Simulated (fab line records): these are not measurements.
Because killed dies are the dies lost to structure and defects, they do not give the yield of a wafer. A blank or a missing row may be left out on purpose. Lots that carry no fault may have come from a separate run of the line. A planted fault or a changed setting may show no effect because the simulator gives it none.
Split-lot study	flow n5Finfet	on a route of 1938 steps: 7 lots, 21 wafers read

## ABOUT THE SPLIT
At N5_BEOL_M8_ILD_DEP_00 (deposits SiCOH lowk from DEMS/porogen, target thk 179.75 nm, time 33.4 s), the setting timeS was moved away from the recipe's 33.4 s on 11 of the 21 wafers read, by -12.5% to +13.7%. All remaining wafers had this setting at the recipe value.

## FROM THE SPLIT ON TO THE READING: in between, the file shows 1 step
- N5_BEOL_M8_CURE_74: cures SiCOH lowk, time 240 s

## THE READING
At N5_BEOL_M8_THK_MEAS_01: M8_ILD_THK, given in nm. Typical for fault-free wafers on this fab line: 156.4 nm, with standard deviation 2 nm.

wafer	tool, chamber at the split	timeS as run, s	against the recipe	M8_ILD_THK, nm	against lot-mates on the recipe
L074.1	pecvd-02, 2	33.4	recipe	152.9	-
L074.4	pecvd-02, 0	33.4	recipe	156.1	-
L074.5	pecvd-02, 1	33.4	recipe	156.7	-
L078.3	pecvd-04, 1	33.4	recipe	155.3	-
L078.4	pecvd-04, 2	29.51	-11.6%	136.9	-18.4
L078.6	pecvd-04, 0	29.51	-11.6%	139.9	-15.4
L082.3	pecvd-04, 0,1	30.74	-8.0%	144.7	no lot-mate on the recipe
L082.4	pecvd-04, 0,1	30.74	-8.0%	144.8	no lot-mate on the recipe
L082.5	pecvd-04, 0	30.74	-8.0%	145.7	no lot-mate on the recipe
L086.2	pecvd-03, 0	35.28	+5.6%	165.0	+6.0
L086.4	pecvd-03, 0	33.4	recipe	159.0	-
L086.5	pecvd-03, 1	35.28	+5.6%	167.7	+8.7
L087.4	pecvd-04, 2	37.99	+13.7%	177.5	+21.2
L087.5	pecvd-04, 1	33.4	recipe	156.3	-
L087.6	pecvd-04, 0	37.99	+13.7%	178.6	+22.3
L093.1	pecvd-02, 0	33.4	recipe	157.0	-
L093.3	pecvd-02, 1	33.4	recipe	154.9	-
L093.5	pecvd-02, 0	33.4	recipe	159.3	-
L095.3	pecvd-03, 0	33.4	recipe	157.8	-
L095.5	pecvd-03, 1	29.22	-12.5%	137.6	-20.2
L095.6	pecvd-03, 0	29.22	-12.5%	139.7	-18.1
Rows listing several chambers each stand for several wafers; the file does not say which wafer went through which chamber.

THE FIT
A straight line over all 21 wafers: M8_ILD_THK changes by +1.53 nm for each +1% of timeS; r = +0.99; the points scatter about the line by 1.6 nm.
The same after taking each lot's own level away (the mean of its wafers on the recipe; 18 wafers): +1.52 nm for each +1%; r = +0.99; scatter 1.5 nm.
Per that fit: largest timeS move, reading shift of 21 nm.
Measured against the standard deviation above, the lots' own levels, which go from 155.23 to 159.00 nm, span 1.9 times it.
So the lot-to-lot level changes the slope little: the two slopes agree.
Check: with one of the wafers moved furthest among these (+13.7%) left out of the fit, the line predicts +20.7 nm for it against its lot-mates. It came out at +21.2 nm against them.

## OTHER SPLITS ON THESE WAFERS
These wafers also went through other splits before the reading. Each is held against what the fit with the lots' levels taken away leaves over:
other split on the same wafers	wafers away from the commonest value	r with M8_ILD_THK (lot level and that fit taken away)
N5_BEOL_M6_VIA_ETCH_34 timeS	4	+0.16
N5_BEOL_M7_VIA_ETCH_34 sourceW	11	-0.14

## THE WHOLE CHAIN: every reading that the file lists as answering this split, in the file's order
step	what it does	reading	change (the file's fit)	r (the file's)
N5_BEOL_M8_ILD_DEP_00	deposits SiCOH lowk from DEMS/porogen, target thk 179.75 nm, time 33.4 s	SiCOH_lowk_of_BEOL_M8_ILD_DEP_00.thkNm (the simulator's own value, which no gauge read)	+1.74 nm for each +1% of the setting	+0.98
N5_BEOL_M8_CURE_74	cures SiCOH lowk, time 240 s	SiCOH_lowk_of_BEOL_M8_ILD_DEP_00.thkNm (the simulator's own value, which no gauge read)	+1.52 nm for each +1% of the setting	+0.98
N5_BEOL_M8_THK_MEAS_01		M8_ILD_THK	+1.52 for each +1% of the setting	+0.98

## THE FILE'S OWN FIT
M8_ILD_THK changes by +1.52 nm for each +1% of timeS, r = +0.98.
